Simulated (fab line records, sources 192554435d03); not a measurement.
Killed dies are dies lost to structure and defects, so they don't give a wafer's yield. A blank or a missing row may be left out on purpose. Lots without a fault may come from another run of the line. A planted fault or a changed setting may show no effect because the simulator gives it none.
Chamber matching | flow n5_finfet | N5_BEOL_M8_ALD_77 on ald_metal-02: 4 sister chambers
The step deposits TaN, target thk 2 nm, pulse time 2 s, purge time 3 s. 8 wafers are shown with their chamber, then 12 later ones without.

WAFERS WITH THEIR CHAMBER
wafer  | chamber | heater_power_w (W)
L091.1 | 0       | 373
L091.6 | 3       | 438
L089.2 | 1       | 299
L089.3 | 0       | 352
L089.5 | 2       | 331
L088.3 | 1       | 306
L088.5 | 2       | 335
L088.6 | 3       | 434

WAFERS WITHOUT THEIR CHAMBER
wafer  | heater_power_w (W)
L092.2 | 360
L092.3 | 441
L092.6 | 439
L093.1 | 449
L093.2 | 363
L093.3 | 301
L093.4 | 330
L093.5 | 335
L093.6 | 298
L095.2 | 426
L095.4 | 320
L095.5 | 338

WHICH CHAMBER EACH WENT THROUGH
wafer  | from the rows above     | in truth
L092.2 | 0                       | 0
L092.3 | 3                       | 3
L092.6 | 3                       | 3
L093.1 | 3                       | 3
L093.2 | 0                       | 0
L093.3 | 1                       | 1
L093.4 | 2                       | 2
L093.5 | 2                       | 2
L093.6 | 1                       | 1
L095.2 | 3                       | 3
L095.4 | can't be placed: 2 or 1 | 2
L095.5 | 2                       | 2
Placed correctly: 11 of 12. Can't be placed from these rows: 1 (the true chamber is among the candidates in 1). Placed wrongly: 0.
How it was worked out, from the rows above alone: a wafer's distance from a chamber is the root of the sum, over the readings, of the square of ((its reading less the chamber's mean) divided by the reading's scatter). The wafer belongs to the nearest chamber; if the next one is less than 2 further off, it can't be placed. A chamber's mean is the mean of its shown wafers. The scatter: the root of (the sum of the squares of (reading less its chamber's mean) over the shown wafers, divided by (wafers less chambers)).
